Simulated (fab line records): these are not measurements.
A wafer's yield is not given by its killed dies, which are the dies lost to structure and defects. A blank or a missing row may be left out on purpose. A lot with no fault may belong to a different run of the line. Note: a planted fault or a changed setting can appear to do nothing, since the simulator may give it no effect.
Code-filled problem report in 8D (eight disciplines) form :: flow nand harc :: the parts of the form that need people (team, actions taken, sign-off) are left out

## 1. THE ISSUE
At NHARC_A_ONON_D1_THK_MEAS_08, thk nm averages 1538 nm over 9 wafers from 3 lots, while fault-free wafers read 998 nm, standard deviation 10. Relative to the usual mean, that is a shift of +54 standard deviations.
The step: measures by ellipsometry.
Earliest sighting: wafer L791.2 on film metro-02 at day 11 23:19. The record holds 45 wafers of 15 lots with a number at this step. Rule for "out", or "out of limits": more than 4 standard deviations from the usual mean. Any other wafer with a number is counted as sound.

## 2. WHAT THIS IS AND IS NOT
question: which readings at this step
is: thk nm
is not: -

question: which lots
is: L791, L794, L796
is not: L774, L775, L776, L777, L778, L779, L780, L781, L783, L784, L788, L789

question: which wafers of those lots
is: all that have a number
is not: -

question: read on which gauges
is: film metro-01, film metro-02
is not: -

question: when
is: from day 11 23:19
is not: up to then (36 sound wafers)

## 3. SUSPECTS, AND WHAT RULES EACH OUT
Counting: any tool at a process step up to the reading is kept as a suspect provided that every lot that is out went through it and no sound lot did after the first of them.
- ruled out: the gauge at NHARC_A_ONON_D1_THK_MEAS_08. The wafers that are out were read on 2 gauges (film metro-01, film metro-02).
- rtp anneal-02 at NHARC_P_BONDPAD_ANNEAL_28 (time 90 s): kept. It ran every lot that is out, first L791 (day 10 20:41), and no sound lot after that; its last sound lot up to then is L788 (day 9 17:50).
- pecvd onon-01 at NHARC_A_ONON_D1_DEP_06 (target thk 1000 nm): kept. It ran every lot that is out, first L791 (day 11 22:52), and no sound lot after that; its last sound lot up to then is L789 (day 11 14:29).
After counting, rtp anneal-02 at NHARC_P_BONDPAD_ANNEAL_28 and pecvd onon-01 at NHARC_A_ONON_D1_DEP_06 remain.

## 4. THE CAUSE (what the simulator had put in)
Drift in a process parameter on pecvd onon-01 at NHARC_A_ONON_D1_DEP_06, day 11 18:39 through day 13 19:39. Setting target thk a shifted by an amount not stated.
2 suspects survive the count, and this tool is in that group.

## 5. SEQUENCE OF EFFECTS, ordered by route
Each row: a reading where the mean over the struck wafers with a number is more than 3 standard deviations away from the usual. Only readings for which the record gives a usual standard deviation are gone through. hours: the time from each lot's start at the first step in this table that gives one to its start at this step, as a median over the lots. sigmas: the change in usual standard deviations.
hours: 0
step: NHARC_A_ONON_D1_THK_MEAS_08
reading: thk nm
usual: 998 nm
on struck wafers: 1538
change: +540
sigmas: +54

hours: 278
step: NHARC_END_SORT_01
reading: killed at array
usual: 21
on struck wafers: 674
change: +653
sigmas: +73

hours: 278
step: NHARC_END_SORT_01
reading: killed dies
usual: 26
on struck wafers: 677
change: +651
sigmas: +73

## 6. HOW IT WOULD HAVE BEEN CAUGHT EARLIER
Counted from the fault's start at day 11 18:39, it took 5 hours until the first out-of-limits reading at a measuring or inspecting step in this record, taken at day 11 23:19.
L794, L796, from the lots that are out (3), started NHARC_A_ONON_D1_DEP_06 on pecvd onon-01 later than day 11 23:19. A hold on the tool at that time would have spared those 2.
